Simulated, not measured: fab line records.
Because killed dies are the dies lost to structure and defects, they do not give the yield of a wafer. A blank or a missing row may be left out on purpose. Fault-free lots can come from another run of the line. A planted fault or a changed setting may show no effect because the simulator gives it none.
Matching of chambers | flow nand-harc | pecvd-02 running NHARC_A_CONTACT_DEP_85: 3 sister chambers
The step deposits SiON, target thk 50 nm. 6 wafers are shown with their chamber, then 12 later ones without.

== EACH WAFER AND ITS CHAMBER ==
wafer  | chamber | heater-power-w (W)
L087.3 | 2       | 885
L087.4 | 1       | 748
L087.6 | 2       | 878
L089.1 | 0       | 785
L089.5 | 1       | 782
L089.6 | 0       | 774

== WAFERS WITH NO CHAMBER GIVEN ==
wafer  | heater-power-w (W)
L089.2 | 770
L089.3 | 779
L089.4 | 768
L091.3 | 703
L091.5 | 709
L091.6 | 761
L092.1 | 815
L092.3 | 763
L092.4 | 939
L094.1 | 734
L094.2 | 801
L094.5 | 750

== EACH ONE'S CHAMBER ==
wafer  | from the rows above     | in truth
L089.2 | can't be placed: 1 or 0 | 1
L089.3 | can't be placed: 0 or 1 | 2
L089.4 | can't be placed: 1 or 0 | 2
L091.3 | can't be placed: 1 or 0 | 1
L091.5 | can't be placed: 1 or 0 | 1
L091.6 | can't be placed: 1 or 0 | 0
L092.1 | can't be placed: 0 or 1 | 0
L092.3 | can't be placed: 1 or 0 | 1
L092.4 | 2                       | 2
L094.1 | can't be placed: 1 or 0 | 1
L094.2 | can't be placed: 0 or 1 | 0
L094.5 | can't be placed: 1 or 0 | 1
Correctly placed: 1 of 12. These rows do not allow placing 11 (true chamber among the candidates in 9). 0 placed wrongly.
How it was worked out, from the rows above alone: a wafer's distance from a chamber is the root of the sum, over the readings, of the square of ((its reading less the chamber's mean) divided by the reading's scatter). If the next closest chamber is less than 2 further off than the closest, the wafer can't be placed; otherwise it belongs to the closest. The mean given for a chamber averages the wafers shown for that chamber. The scatter is the square root of a quotient: the sum, over the shown wafers, of each reading's squared deviation from its chamber's mean, divided by wafers minus chambers.
